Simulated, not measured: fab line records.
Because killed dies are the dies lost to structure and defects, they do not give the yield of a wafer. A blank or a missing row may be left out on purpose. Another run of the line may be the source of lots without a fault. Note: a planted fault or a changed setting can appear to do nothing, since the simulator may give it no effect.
Matching of chambers / flow n5 finfet / rie diel-01 running N5_BEOL_M4_VIA_ETCH_34: 4 sister chambers
The step etches the open film in C4F6/O2, target depth 69.4 nm, time 65.9 s. 4 wafers are shown with their chamber, then 11 later ones without.

## WAFERS, EACH WITH ITS CHAMBER
wafer=L080.4; chamber=1; showerhead plenum p Torr (Torr)=2.71
wafer=L087.3; chamber=0; showerhead plenum p Torr (Torr)=2.96
wafer=L087.5; chamber=3; showerhead plenum p Torr (Torr)=2.89
wafer=L089.1; chamber=2; showerhead plenum p Torr (Torr)=2.99

## WAFERS WITH NO CHAMBER GIVEN
wafer=L089.5; showerhead plenum p Torr (Torr)=2.88
wafer=L089.6; showerhead plenum p Torr (Torr)=2.99
wafer=L091.3; showerhead plenum p Torr (Torr)=3.05
wafer=L091.4; showerhead plenum p Torr (Torr)=2.96
wafer=L091.6; showerhead plenum p Torr (Torr)=3.05
wafer=L093.3; showerhead plenum p Torr (Torr)=2.98
wafer=L093.4; showerhead plenum p Torr (Torr)=3.04
wafer=L093.6; showerhead plenum p Torr (Torr)=2.88
wafer=L096.1; showerhead plenum p Torr (Torr)=2.88
wafer=L096.5; showerhead plenum p Torr (Torr)=2.98
wafer=L096.6; showerhead plenum p Torr (Torr)=3.04

## EACH ONE'S CHAMBER
wafer=L089.5; from the rows above=3; in truth=3
wafer=L089.6; from the rows above=can't be placed: 2 or 0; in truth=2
wafer=L091.3; from the rows above=can't be placed: 2 or 0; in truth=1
wafer=L091.4; from the rows above=can't be placed: 0 or 2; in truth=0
wafer=L091.6; from the rows above=can't be placed: 2 or 0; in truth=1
wafer=L093.3; from the rows above=can't be placed: 2 or 0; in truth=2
wafer=L093.4; from the rows above=can't be placed: 2 or 0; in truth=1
wafer=L093.6; from the rows above=3; in truth=3
wafer=L096.1; from the rows above=3; in truth=3
wafer=L096.5; from the rows above=can't be placed: 2 or 0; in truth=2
wafer=L096.6; from the rows above=can't be placed: 2 or 0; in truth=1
Correct placement for 3 of the 11. From these rows, 8 cannot be placed; in 4 the true chamber is one of the candidates. 0 placed wrongly.
How it was worked out, from the rows above alone: a wafer's distance from a chamber is the root of the sum, over the readings, of the square of ((its reading less the chamber's mean) divided by the reading's scatter). If the next closest chamber is less than 2 further off than the closest, the wafer can't be placed; otherwise it belongs to the closest. For every chamber, the mean is computed from those of its wafers that are shown. The scatter (one wafer shown for each chamber): square how far every hidden wafer sits from the nearest shown wafer, average those squares and take the square root.
